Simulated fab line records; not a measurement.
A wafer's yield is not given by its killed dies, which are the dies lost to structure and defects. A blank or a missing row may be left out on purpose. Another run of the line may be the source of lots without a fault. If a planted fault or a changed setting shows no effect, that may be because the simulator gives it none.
Chamber matching	flow nand harc	cmp-03 running NHARC_A_CONTACT_CMP_20: 4 sister chambers
The step polishes, t overpolish 30 s, target thk 300 nm. 16 wafers are shown with their chamber, then 8 later ones without.

WAFERS PAIRED WITH THEIR CHAMBERS
wafer	chamber	motor current A (A)	overpolish run s (s)	slurry flow ml min
L074.4	0	12.0	30.013	148.6
L074.5	3	9.9	29.983	150.0
L074.6	2	13.1	30.015	151.1
L076.3	3	10.4	29.998	149.8
L076.5	0	12.1	30.007	150.1
L076.6	3	9.6	30.002	150.1
L075.1	0	11.9	29.999	149.8
L075.5	1	14.6	30.009	150.0
L075.6	2	13.7	30.008	149.8
L084.1	0	11.7	30.005	149.8
L084.2	2	13.6	30.001	149.5
L084.4	3	10.1	30.006	150.0
L083.4	2	13.4	30.002	149.9
L083.5	2	13.8	30.004	150.4
L083.6	3	9.4	30.014	149.5
L086.1	3	10.3	29.991	150.0

SIGNATURES, as means of the wafers listed above
reading	chamber 0	chamber 1	chamber 2	chamber 3	scatter within a chamber
motor current A	11.925	14.600	13.520	9.950	0.312
overpolish run s	30.00600	30.00900	30.00600	29.99900	0.00834
slurry flow ml min	149.575	150.000	150.140	149.900	0.511
Rule: for a wafer and a chamber, the distance is found by dividing, reading by reading, the gap between the wafer's reading and the chamber's mean by the reading's scatter, squaring, summing and taking the root. The wafer belongs to the nearest chamber; if the next one is less than 2 further off, it can't be placed. The scatter is the square root of a quotient: the sum, over the shown wafers, of each reading's squared deviation from its chamber's mean, divided by wafers minus chambers.

WAFERS MISSING THEIR CHAMBER
wafer	motor current A (A)	overpolish run s (s)	slurry flow ml min
L086.3	13.6	30.002	149.7
L086.6	13.2	30.012	150.4
L093.1	11.9	29.986	149.6
L093.3	10.2	29.990	150.3
L093.4	15.8	30.015	149.8
L095.3	10.4	30.002	149.9
L095.4	12.2	29.998	150.2
L095.6	12.0	29.992	149.8

WHICH CHAMBER EACH WENT THROUGH
wafer	from the rows above	in truth
L086.3	2	2
L086.6	2	2
L093.1	0	0
L093.3	3	3
L093.4	1	1
L095.3	3	3
L095.4	0	0
L095.6	0	0
Placed correctly: 8 of 8. Number that these rows cannot place: 0. 0 placed wrongly.
